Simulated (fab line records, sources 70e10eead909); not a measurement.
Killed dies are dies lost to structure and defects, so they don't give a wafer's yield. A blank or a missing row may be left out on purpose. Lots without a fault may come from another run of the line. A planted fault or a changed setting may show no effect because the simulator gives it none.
Chamber matching | flow nand_harc | NHARC_P_GATE_STRIP_101 on rie_diel-03: 4 sister chambers
The step strips in O2, time 20 s. 4 wafers are shown with their chamber, then 7 later ones without.

WAFERS WITH THEIR CHAMBER
wafer  | chamber | showerhead_plenum_p_Torr (Torr)
L084.1 | 3       | 3.73
L084.3 | 0       | 3.31
L087.1 | 2       | 3.52
L087.5 | 1       | 3.35

WAFERS WITHOUT THEIR CHAMBER
wafer  | showerhead_plenum_p_Torr (Torr)
L087.6 | 3.30
L092.2 | 3.72
L092.3 | 3.34
L092.4 | 3.52
L097.2 | 3.52
L097.4 | 3.34
L097.5 | 3.30

WHICH CHAMBER EACH WENT THROUGH
wafer  | from the rows above | in truth
L087.6 | 0                   | 0
L092.2 | 3                   | 3
L092.3 | 1                   | 1
L092.4 | 2                   | 2
L097.2 | 2                   | 2
L097.4 | 1                   | 1
L097.5 | 0                   | 0
Placed correctly: 7 of 7. Can't be placed from these rows: 0. Placed wrongly: 0.
How it was worked out, from the rows above alone: a wafer's distance from a chamber is the root of the sum, over the readings, of the square of ((its reading less the chamber's mean) divided by the reading's scatter). The wafer belongs to the nearest chamber; if the next one is less than 2 further off, it can't be placed. A chamber's mean is the mean of its shown wafers. The scatter: with one shown wafer a chamber, the root of the mean of the squares of how far each hidden wafer lies from its nearest shown one.
